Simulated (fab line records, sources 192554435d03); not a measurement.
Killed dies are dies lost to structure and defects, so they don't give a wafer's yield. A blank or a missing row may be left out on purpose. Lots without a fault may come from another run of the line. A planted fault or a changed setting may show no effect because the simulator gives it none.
Which tool did it? | flow n5_finfet | 12 lots, 34 wafers sampled, at 1 step of a route of 1938

WHAT THE GAUGES READ, wafer by wafer
N5_BEOL_M10_CD_MEAS_35: target cd 70 nm. Usual: cd_nm 70.2 nm, standard deviation 0.77.
lot  | measured     | on        | cd_nm (nm)     | flag
L553 | day 10 07:04 | cd_sem-03 | 69.8 69.5 69.5 |
L552 | day 10 10:55 | cd_sem-03 | 68.8 71.2 69.1 |
L554 | day 10 13:46 | cd_sem-03 | 70.2 70.1 69.3 |
L555 | day 10 22:59 | cd_sem-03 | 69.4 69.3 69.7 |
L560 | day 12 06:41 | cd_sem-02 | 70.2 69.1 69.6 |
L563 | day 12 16:14 | cd_sem-01 | 69.3 70.8      |
L562 | day 13 04:59 | cd_sem-03 | 69.4 69.7      |
L565 | day 13 10:04 | cd_sem-01 | 71.7 71.8 69.1 |
L566 | day 14 07:58 | cd_sem-03 | 70.4 70.1 70.4 |
L567 | day 14 08:20 | cd_sem-02 | 69.8 70.4 69.9 |
L571 | day 14 19:17 | cd_sem-02 | 70.6 69.0 70.6 |
L570 | day 15 05:07 | cd_sem-01 | 71.4 70.5 70.0 |

WHICH TOOL RAN EACH LOT (tool, then ch and the chambers of the sampled wafers, then the start)
The record holds no process step before these readings.

WHAT THE TOOLS THEMSELVES READ (means of the sampled wafers that have a number; where no wafer has one, the mark that the record gives instead)
The record holds no such reading with a usual standard deviation.

THE ANSWER, worked out from the rows above alone
Rule: a lot is off if the mean of its wafers that have a number lies more than 3 standard deviations from the usual mean. A lot without any number at a reading at which 4 lots or more have one is off too. The other lots that the step has rows for count as sound. The gauges are gone through in route order, then the tools' own readings, and for those a lot's mean is taken as printed above. The first step at which some lot is off is used, and at that step the reading that is off furthest; a lot without a number counts as furthest.
No lot is off at any reading shown: from this, nothing can be told.

WHAT THE SIMULATOR HAD PUT IN
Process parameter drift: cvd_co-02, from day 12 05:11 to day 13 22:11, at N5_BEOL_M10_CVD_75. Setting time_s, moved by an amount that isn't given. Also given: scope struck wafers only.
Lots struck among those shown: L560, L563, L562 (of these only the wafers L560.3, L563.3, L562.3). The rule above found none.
